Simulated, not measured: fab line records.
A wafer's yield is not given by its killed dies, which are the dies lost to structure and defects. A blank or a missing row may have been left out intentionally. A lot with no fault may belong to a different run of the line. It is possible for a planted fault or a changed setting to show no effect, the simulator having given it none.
Which tool did it?	flow nand harc	24 lots with 72 wafers sampled at 6 steps, on a route of 1302 steps

WHAT THE GAUGES READ, wafer by wafer
Not one reading of a measure or inspect step in the record can be checked against a usual standard deviation.

TOOL THAT RAN EACH LOT (tool first, then ch and the chambers of the sampled wafers, then the start)
lot	NHARC_A_STAIRCASE_DESCUM_168	NHARC_A_STAIRCASE_TRIM_20	NHARC_A_STAIRCASE_ETCH_25	NHARC_A_STAIRCASE_ETCH_27	NHARC_A_STAIRCASE_ETCH_190	NHARC_A_STAIRCASE_TRIM_198
L074	rie diel-02 ch 0,1,2, day 15 14:46	rie diel-02 ch 0,3, day 15 18:47	rie diel-02 ch 0,2,3, no start	rie diel-02 ch 0,2,3, no start	rie diel-09 ch 0,2,3, no start	rie diel-13 ch 0,2,3, no start
L075	rie diel-02 ch 0,1, day 15 14:56	rie diel-09 ch 0,2,3, day 15 18:38	rie diel-09 ch 0,1,3, no start	rie diel-09 ch 0,1,2, no start	rie diel-09 ch 1,3, no start	rie diel-02 ch 0,2, no start
L077	rie diel-13 ch 0,2,3, day 16 11:03	rie diel-09 ch 0,2,3, day 16 14:01	rie diel-09 ch 1,2, no start	rie diel-09 ch 1,2,3, no start	rie diel-09 ch 1,2, no start	rie diel-02 ch 0,1,2, no start
L076	rie diel-09 ch 1,2, day 16 15:15	rie diel-09 ch 1,2,3, day 16 18:29	rie diel-09 ch 0,1, no start	rie diel-09 ch 1,2,3, no start	rie diel-02 ch 1,2,3, no start	rie diel-13 ch 2,3, no start
L078	rie diel-13 ch 0,2, day 16 21:14	rie diel-09 ch 1,2,3, day 17 00:13	rie diel-09 ch 1,2,3, no start	rie diel-09 ch 0,2,3, no start	rie diel-09 ch 1,2,3, no start	rie diel-09 ch 1,3, no start
L079	rie diel-02 ch 1,3, day 17 23:13	rie diel-09 ch 0,1,3, day 18 02:10	rie diel-09 ch 0,3, no start	rie diel-09 ch 0,2, no start	rie diel-02 ch 0,1, no start	rie diel-02 ch 2,3, no start
L080	rie diel-09 ch 0,1,3, day 18 07:02	rie diel-13 ch 1,3, day 18 09:52	rie diel-13 ch 0,2, no start	rie diel-13 ch 0,3, no start	rie diel-13 ch 1,2, no start	rie diel-13 ch 1,2,3, no start
L081	rie diel-09 ch 1,2,3, day 18 20:28	rie diel-09 ch 0,2,3, day 18 23:19	rie diel-09 ch 0,3, no start	rie diel-09 ch 1,2,3, no start	rie diel-09 ch 1,2,3, no start	rie diel-13 ch 0,1,2, no start
L082	rie diel-09 ch 1,3, day 19 11:42	rie diel-09 ch 0,2,3, day 19 14:50	rie diel-09 ch 0,3, no start	rie diel-09 ch 1,3, no start	rie diel-02 ch 1,2, no start	rie diel-13 ch 0,2,3, no start
L084	rie diel-13 ch 1,2, day 19 22:32	rie diel-13 ch 0,1,2, day 20 02:15	rie diel-13 ch 0,1,3, no start	rie diel-13 ch 0,2, no start	rie diel-02 ch 0,1,3, no start	rie diel-09 ch 0,1,2, no start
L083	rie diel-13 ch 2,3, day 20 01:14	rie diel-13 ch 0,2,3, day 20 04:28	rie diel-13 ch 0,1,2, no start	rie diel-13 ch 0,1,3, no start	rie diel-13 ch 0,2,3, no start	rie diel-09 ch 1,2,3, no start
L085	rie diel-02 ch 0,1,2, day 20 06:31	rie diel-13 ch 0,2,3, day 20 09:19	rie diel-13 ch 0,1,3, no start	rie diel-13 ch 0,2,3, no start	rie diel-13 ch 1,2,3, no start	rie diel-13 ch 0,1,2, no start
L086	rie diel-09 ch 0,2, day 20 06:41	rie diel-09 ch 1,2, day 20 09:52	rie diel-09 ch 0,2,3, no start	rie diel-09 ch 1,2,3, no start	rie diel-09 ch 0,2, no start	rie diel-09 ch 0,2,3, no start
L087	rie diel-02 ch 1,2, day 21 15:59	rie diel-02 ch 0,1,2, day 21 19:10	rie diel-02 ch 1,2,3, no start	rie diel-02 ch 0,1,2, no start	rie diel-13 ch 1,2,3, no start	rie diel-13 ch 0,1, no start
L089	rie diel-02 ch 0,1, day 21 16:17	rie diel-13 ch 1,2,3, day 21 19:30	rie diel-13 ch 1,2,3, no start	rie diel-13 ch 0,3, no start	rie diel-13 ch 1,2, no start	rie diel-02 ch 0,1,2, no start
L088	rie diel-09 ch 0,1,3, day 22 02:38	rie diel-09 ch 0,1, day 22 05:35	rie diel-09 ch 0,1,3, no start	rie diel-09 ch 0,3, no start	rie diel-02 ch 0,3, no start	rie diel-09 ch 0,1, no start
L091	rie diel-09 ch 1,2,3, day 22 14:26	rie diel-02 ch 1,2, day 22 17:26	rie diel-02 ch 0,2,3, no start	rie diel-02 ch 0,2,3, no start	rie diel-02 ch 1,3, no start	rie diel-02 ch 0,2,3, no start
L093	rie diel-09 ch 1,2,3, day 22 22:26	rie diel-09 ch 1,2,3, day 23 01:35	rie diel-09 ch 1,2, no start	rie diel-09 ch 0,1,2, no start	rie diel-13 ch 2,3, no start	rie diel-02 ch 0,1,3, no start
L090	rie diel-09 ch 0,1,2, day 22 22:30	rie diel-13 ch 1,2,3, day 23 01:54	rie diel-13 ch 0,1,3, no start	rie diel-13 ch 0,2,3, no start	rie diel-02 ch 2,3, no start	rie diel-09 ch 1,2,3, no start
L092	rie diel-02 ch 1,2,3, day 23 06:01	rie diel-13 ch 1,2, day 23 15:46	rie diel-13 ch 0,1,2, no start	rie diel-13 ch 0,3, no start	rie diel-09 ch 2,3, no start	rie diel-02 ch 0,2,3, no start
L094	rie diel-09 ch 1,2,3, day 24 04:56	rie diel-09 ch 0,1,3, day 24 07:53	rie diel-09 ch 1,2,3, no start	rie diel-09 ch 0,2,3, no start	rie diel-13 ch 0,2,3, no start	rie diel-09 ch 1,2,3, no start
L095	rie diel-09 ch 0,1,2, day 24 05:07	rie diel-13 ch 1,2, day 24 08:04	rie diel-13 ch 0,2, no start	rie diel-13 ch 0,2,3, no start	rie diel-02 ch 0,3, no start	rie diel-02 ch 0,1,2, no start
L096	rie diel-13 ch 1,2,3, day 24 21:38	rie diel-13 ch 1,3, day 25 02:08	rie diel-13 ch 0,1,3, no start	rie diel-13 ch 1,2,3, no start	rie diel-09 ch 1,2,3, no start	rie diel-09 ch 0,2,3, no start
L097	rie diel-13 ch 1,2, day 24 21:40	rie diel-09 ch 0,3, day 25 02:10	rie diel-09 ch 0,2,3, no start	rie diel-09 ch 1,2, no start	rie diel-13 ch 1,2,3, no start	rie diel-13 ch 1,2,3, no start
- NHARC_A_STAIRCASE_DESCUM_168: chemistry O2, time 3 s.
- NHARC_A_STAIRCASE_TRIM_20: chemistry O2, time 211.2 s.
- NHARC_A_STAIRCASE_ETCH_25: etches the open film in C4F8/O2, target depth 100 nm, time 40.5 s.
- NHARC_A_STAIRCASE_ETCH_27: etches the open film in C4F8/O2, target depth 100 nm, time 40.5 s.
- NHARC_A_STAIRCASE_ETCH_190: etches the open film in C4F8/O2, target depth 100 nm, time 40.5 s.
- NHARC_A_STAIRCASE_TRIM_198: chemistry O2, time 211.2 s.

AS READ BY THE TOOLS THEMSELVES (means over the sampled wafers that have a number; for cases with no such wafer, the mark the record gives instead)
NHARC_A_STAIRCASE_DESCUM_168. Usual: drypump motor current A 5.8 A, standard deviation 0.44; oes product au 1.002 a.u., standard deviation 0.01; rf vpp V 57.9 V, standard deviation 0.86; showerhead plenum p Torr 1.93 Torr, standard deviation 0.082; throttle valve pct 11.311 %, standard deviation 0.009.
lot	tool	drypump motor current A (A)	oes product au (a.u.)	rf vpp V (V)	showerhead plenum p Torr (Torr)	throttle valve pct (%)	flag
L074	rie diel-02	5.7	1.002	57.3	1.86	11.301	
L075	rie diel-02	5.9	0.998	57.2	1.87	11.309	
L077	rie diel-13	5.9	0.995	57.6	1.92	11.309	
L076	rie diel-09	5.8	1.007	58.0	1.96	11.316	
L078	rie diel-13	5.8	1.007	57.9	1.89	11.313	
L079	rie diel-02	5.5	0.992	58.3	1.95	11.315	
L080	rie diel-09	5.6	0.989	58.0	1.94	11.321	
L081	rie diel-09	5.6	1.004	57.6	1.92	11.313	
L082	rie diel-09	5.3	0.999	57.9	1.90	11.300	
L084	rie diel-13	5.8	1.010	58.0	1.88	11.318	
L083	rie diel-13	5.9	1.005	57.6	1.89	11.312	
L085	rie diel-02	5.7	1.007	57.7	1.95	11.309	
L086	rie diel-09	6.3	0.998	58.6	2.01	11.307	
L087	rie diel-02	5.4	1.008	57.9	2.04	11.311	
L089	rie diel-02	5.5	0.989	57.9	1.92	11.317	
L088	rie diel-09	5.6	1.001	57.6	1.93	11.314	
L091	rie diel-09	5.6	1.007	58.1	1.91	11.310	
L093	rie diel-09	5.6	1.006	57.5	1.91	11.304	
L090	rie diel-09	6.0	0.999	58.4	1.98	11.309	
L092	rie diel-02	5.5	0.999	57.3	1.99	11.316	
L094	rie diel-09	5.6	1.014	57.9	1.91	11.313	
L095	rie diel-09	6.0	0.998	57.6	1.98	11.303	
L096	rie diel-13	5.9	1.014	56.9	1.90	11.317	
L097	rie diel-13	5.8	1.008	58.2	1.87	11.305	

NHARC_A_STAIRCASE_TRIM_20. Usual: drypump motor current A 5.8 A, standard deviation 0.43; oes product au 1.000 a.u., standard deviation 0.0086; rf vpp V 57.9 V, standard deviation 0.84; showerhead plenum p Torr 3.56 Torr, standard deviation 0.13; throttle valve pct 17.037 %, standard deviation 0.0091.
lot	tool	drypump motor current A (A)	oes product au (a.u.)	rf vpp V (V)	showerhead plenum p Torr (Torr)	throttle valve pct (%)	flag
L074	rie diel-02	5.9	0.992	57.7	3.50	17.032	
L075	rie diel-09	5.8	1.000	58.7	3.61	17.034	
L077	rie diel-09	5.9	1.002	57.9	3.61	17.043	
L076	rie diel-09	5.6	1.000	58.3	3.55	17.040	
L078	rie diel-09	5.6	0.997	58.1	3.55	17.031	
L079	rie diel-09	5.6	0.993	57.5	3.57	17.039	
L080	rie diel-13	6.0	1.002	58.0	3.60	17.047	
L081	rie diel-09	5.8	1.000	57.5	3.60	17.035	
L082	rie diel-09	5.9	1.006	57.7	3.60	17.030	
L084	rie diel-13	5.9	1.004	58.0	3.55	17.037	
L083	rie diel-13	5.9	0.994	57.4	3.52	17.043	
L085	rie diel-13	5.8	1.002	58.7	3.52	17.029	
L086	rie diel-09	5.8	0.999	57.8	3.59	17.029	
L087	rie diel-02	5.7	0.998	57.0	3.59	17.032	
L089	rie diel-13	5.9	1.006	57.8	3.51	17.043	
L088	rie diel-09	5.7	1.001	58.3	3.61	17.045	
L091	rie diel-02	5.3	0.999	58.4	3.70	17.039	
L093	rie diel-09	5.6	1.007	58.1	3.52	17.033	
L090	rie diel-13	5.9	1.005	57.9	3.51	17.042	
L092	rie diel-13	5.9	1.004	58.1	3.53	17.039	
L094	rie diel-09	5.6	0.996	57.5	3.55	17.029	
L095	rie diel-13	5.9	1.009	57.7	3.45	17.035	
L096	rie diel-13	5.9	1.006	57.9	3.57	17.043	
L097	rie diel-09	5.4	0.994	57.9	3.48	17.044	

NHARC_A_STAIRCASE_ETCH_25. Usual: oes product au 0.946 a.u., standard deviation 0.01; rf vpp V 897 V, standard deviation 4.7.
lot	tool	oes product au (a.u.)	rf vpp V (V)	flag
L074	rie diel-02	0.939	892	
L075	rie diel-09	0.948	898	
L077	rie diel-09	0.949	900	
L076	rie diel-09	0.939	902	
L078	rie diel-09	0.938	897	
L079	rie diel-09	0.935	896	
L080	rie diel-13	0.943	894	
L081	rie diel-09	0.940	900	
L082	rie diel-09	0.949	900	
L084	rie diel-13	0.950	899	
L083	rie diel-13	0.948	897	
L085	rie diel-13	0.939	898	
L086	rie diel-09	0.942	897	
L087	rie diel-02	0.938	900	
L089	rie diel-13	0.946	896	
L088	rie diel-09	0.949	896	
L091	rie diel-02	0.944	897	
L093	rie diel-09	0.943	897	
L090	rie diel-13	0.940	898	
L092	rie diel-13	0.966	896	
L094	rie diel-09	0.953	896	
L095	rie diel-13	0.961	894	
L096	rie diel-13	0.944	897	
L097	rie diel-09	0.941	897	

NHARC_A_STAIRCASE_ETCH_27. Usual: oes product au 0.946 a.u., standard deviation 0.011; rf vpp V 897 V, standard deviation 4.6.
lot	tool	oes product au (a.u.)	rf vpp V (V)	flag
L074	rie diel-02	0.931	891	
L075	rie diel-09	0.938	901	
L077	rie diel-09	0.964	897	
L076	rie diel-09	0.949	897	
L078	rie diel-09	0.941	899	
L079	rie diel-09	0.947	903	
L080	rie diel-13	0.944	898	
L081	rie diel-09	0.948	896	
L082	rie diel-09	0.940	894	
L084	rie diel-13	0.944	896	
L083	rie diel-13	0.931	899	
L085	rie diel-13	0.947	896	
L086	rie diel-09	0.942	897	
L087	rie diel-02	0.951	899	
L089	rie diel-13	0.932	898	
L088	rie diel-09	0.950	899	
L091	rie diel-02	0.944	897	
L093	rie diel-09	0.948	900	
L090	rie diel-13	0.938	896	
L092	rie diel-13	0.953	898	
L094	rie diel-09	0.940	897	
L095	rie diel-13	0.952	895	
L096	rie diel-13	0.959	894	
L097	rie diel-09	0.960	897	

NHARC_A_STAIRCASE_ETCH_190. Usual: oes product au 0.944 a.u., standard deviation 0.011; rf vpp V 897 V, standard deviation 5.1.
lot	tool	oes product au (a.u.)	rf vpp V (V)	flag
L074	rie diel-09	0.939	899	
L075	rie diel-09	0.934	895	
L077	rie diel-09	0.943	900	
L076	rie diel-02	0.954	895	
L078	rie diel-09	0.944	897	
L079	rie diel-02	0.935	893	
L080	rie diel-13	0.942	897	
L081	rie diel-09	0.940	897	
L082	rie diel-02	0.963	904	
L084	rie diel-02	0.935	895	
L083	rie diel-13	0.940	896	
L085	rie diel-13	0.955	896	
L086	rie diel-09	0.941	902	
L087	rie diel-13	0.951	895	
L089	rie diel-13	0.944	896	
L088	rie diel-02	0.950	891	
L091	rie diel-02	0.938	898	
L093	rie diel-13	0.955	895	
L090	rie diel-02	0.956	902	
L092	rie diel-09	0.940	893	
L094	rie diel-13	0.945	896	
L095	rie diel-02	0.942	894	
L096	rie diel-09	0.937	896	
L097	rie diel-13	0.934	895	

NHARC_A_STAIRCASE_TRIM_198. Usual: drypump motor current A 5.8 A, standard deviation 0.41; oes product au 1.000 a.u., standard deviation 0.0092; rf vpp V 57.8 V, standard deviation 0.87; showerhead plenum p Torr 3.55 Torr, standard deviation 0.14; throttle valve pct 17.036 %, standard deviation 0.01.
lot	tool	drypump motor current A (A)	oes product au (a.u.)	rf vpp V (V)	showerhead plenum p Torr (Torr)	throttle valve pct (%)	flag
L074	rie diel-13	5.9	0.998	57.0	3.54	17.042	
L075	rie diel-02	6.1	0.995	56.5	3.32	17.039	
L077	rie diel-02	5.7	1.005	57.8	3.43	17.037	
L076	rie diel-13	5.9	1.003	57.5	3.51	17.037	
L078	rie diel-09	5.3	1.004	58.2	3.51	17.044	
L079	rie diel-02	5.7	1.000	57.9	3.64	17.034	
L080	rie diel-13	5.9	1.004	58.1	3.52	17.033	
L081	rie diel-13	5.9	1.000	58.5	3.55	17.042	
L082	rie diel-13	5.9	1.003	57.3	3.52	17.036	
L084	rie diel-09	6.0	1.005	58.2	3.65	17.039	
L083	rie diel-09	5.6	0.997	59.0	3.53	17.040	
L085	rie diel-13	5.9	1.011	58.2	3.54	17.038	
L086	rie diel-09	5.9	0.998	58.1	3.59	17.030	
L087	rie diel-13	5.9	0.997	58.4	3.61	17.034	
L089	rie diel-02	5.7	0.997	58.1	3.59	17.025	
L088	rie diel-09	5.7	1.001	57.7	3.61	17.039	
L091	rie diel-02	5.9	0.995	57.6	3.55	17.044	
L093	rie diel-02	5.7	0.995	57.5	3.50	17.042	
L090	rie diel-09	5.6	1.004	57.4	3.52	17.042	
L092	rie diel-02	5.9	1.006	58.1	3.54	17.034	
L094	rie diel-09	5.6	1.002	58.6	3.52	17.038	
L095	rie diel-02	5.7	0.990	57.3	3.58	17.032	
L096	rie diel-09	5.8	0.999	57.6	3.57	17.033	
L097	rie diel-13	5.9	1.002	56.6	3.50	17.032	

THE ANSWER, worked out from the rows above alone
Rule: lot off if the mean of its wafers having a number is beyond 3 standard deviations from the usual mean. Also off: a lot with no number at a reading for which 4 or more lots have one. The other lots that the step has rows for count as sound. First the gauges in route order, then the tools' own readings, where a lot's mean is used as printed above. At the first step where some lot is off, the reading lying furthest off is the one used; lots without a number count as furthest.
No lot is off on any of the readings shown, so nothing can be concluded from this.

WHAT HAD BEEN PUT IN BY THE SIMULATOR
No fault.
